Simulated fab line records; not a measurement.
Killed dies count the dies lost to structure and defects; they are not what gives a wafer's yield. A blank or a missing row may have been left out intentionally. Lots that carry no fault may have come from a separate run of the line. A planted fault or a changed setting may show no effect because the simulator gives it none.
Chamber matching    flow n5_finfet    4 sister chambers for N5_BEOL_M8_ETCH_62 on rie_diel-02
The step etches SOC in N2/H2, target depth 110 nm, overetch 22 nm, time 165 s. 4 wafers are shown with their chamber, then 8 later ones without.

## WAFERS PAIRED WITH THEIR CHAMBERS
wafer   chamber  throttle_valve_pct (%)
L086.1  3        17.64
L086.2  2        18.07
L086.4  0        18.16
L088.2  1        17.51

## WAFERS MISSING THEIR CHAMBER
wafer   throttle_valve_pct (%)
L088.5  18.17
L088.6  17.64
L094.4  18.19
L094.5  17.53
L094.6  18.10
L095.2  17.53
L095.4  17.56
L095.5  18.19

## WHICH CHAMBER EACH ONE RAN IN
wafer   from the rows above      in truth
L088.5  0                        0
L088.6  3                        3
L094.4  0                        0
L094.5  1                        1
L094.6  can't be placed: 2 or 0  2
L095.2  1                        1
L095.4  can't be placed: 1 or 3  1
L095.5  0                        0
Correct placement for 6 of the 8. Can't be placed from these rows: 2 (the true chamber is among the candidates in 2). Number placed wrongly: 0.
How it was worked out, from the rows above alone: a wafer's distance from a chamber is the root of the sum, over the readings, of the square of ((its reading less the chamber's mean) divided by the reading's scatter). If the next closest chamber is less than 2 further off than the closest, the wafer can't be placed; otherwise it belongs to the closest. A chamber's mean is the mean of its shown wafers. The scatter (one wafer shown for each chamber): square how far every hidden wafer sits from the nearest shown wafer, average those squares and take the square root.
